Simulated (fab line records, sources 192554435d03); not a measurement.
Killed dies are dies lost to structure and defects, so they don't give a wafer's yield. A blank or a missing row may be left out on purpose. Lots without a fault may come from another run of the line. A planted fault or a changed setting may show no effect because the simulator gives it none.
Chamber matching | flow n5_finfet | N5_BEOL_M15_ILD_DEP_00 on pecvd-02: 3 sister chambers
The step deposits SiO2 from TEOS/O2, target thk 1629.3 nm, time 346.1 s. 18 wafers are shown with their chamber, then 9 later ones without.

WAFERS WITH THEIR CHAMBER
wafer  | chamber | throttle_valve_pct (%) | showerhead_plenum_p_Torr (Torr) | heater_power_w (W)
L075.2 | 1       | 18.6                   | 8.35                            | 543
L075.4 | 0       | 20.2                   | 8.40                            | 558
L075.5 | 2       | 17.5                   | 8.28                            | 515
L078.1 | 0       | 19.9                   | 8.41                            | 547
L078.4 | 2       | 17.1                   | 8.32                            | 520
L078.5 | 0       | 19.7                   | 8.40                            | 685
L077.1 | 2       | 17.5                   | 8.28                            | 669
L077.5 | 1       | 18.9                   | 8.34                            | 409
L077.6 | 0       | 19.6                   | 8.42                            | 555
L081.2 | 0       | 20.1                   | 8.40                            | 714
L081.3 | 2       | 17.3                   | 8.33                            | 560
L081.4 | 0       | 20.1                   | 8.40                            | 572
L083.1 | 0       | 19.8                   | 8.39                            | 685
L083.3 | 1       | 18.9                   | 8.34                            | 467
L083.5 | 0       | 19.9                   | 8.38                            | 559
L085.3 | 2       | 17.4                   | 8.31                            | 646
L085.4 | 1       | 18.8                   | 8.33                            | 407
L085.6 | 0       | 20.0                   | 8.40                            | 571

SIGNATURES (means of the wafers above)
reading                  | chamber 0 | chamber 1 | chamber 2 | scatter within a chamber
throttle_valve_pct       | 19.922    | 18.800    | 17.360    | 0.18
showerhead_plenum_p_Torr | 8.4000    | 8.3400    | 8.3040    | 0.0149
heater_power_w           | 605.11    | 456.50    | 582.00    | 68.3
Rule: a wafer's distance from a chamber is the root of the sum, over the readings, of the square of ((its reading less the chamber's mean) divided by the reading's scatter). The wafer belongs to the nearest chamber; if the next one is less than 2 further off, it can't be placed. The scatter: the root of (the sum of the squares of (reading less its chamber's mean) over the shown wafers, divided by (wafers less chambers)).

WAFERS WITHOUT THEIR CHAMBER
wafer  | throttle_valve_pct (%) | showerhead_plenum_p_Torr (Torr) | heater_power_w (W)
L086.2 | 19.9                   | 8.41                            | 710
L086.3 | 17.4                   | 8.30                            | 506
L086.5 | 20.1                   | 8.40                            | 681
L095.2 | 17.7                   | 8.32                            | 615
L095.3 | 17.4                   | 8.35                            | 575
L095.6 | 17.1                   | 8.32                            | 448
L097.1 | 17.0                   | 8.31                            | 568
L097.2 | 17.5                   | 8.31                            | 654
L097.4 | 20.0                   | 8.40                            | 704

WHICH CHAMBER EACH WENT THROUGH
wafer  | from the rows above | in truth
L086.2 | 0                   | 0
L086.3 | 2                   | 2
L086.5 | 0                   | 0
L095.2 | 2                   | 2
L095.3 | 2                   | 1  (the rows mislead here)
L095.6 | 2                   | 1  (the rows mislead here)
L097.1 | 2                   | 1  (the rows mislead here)
L097.2 | 2                   | 2
L097.4 | 0                   | 0
Placed correctly: 6 of 9. Can't be placed from these rows: 0. Placed wrongly: 3.
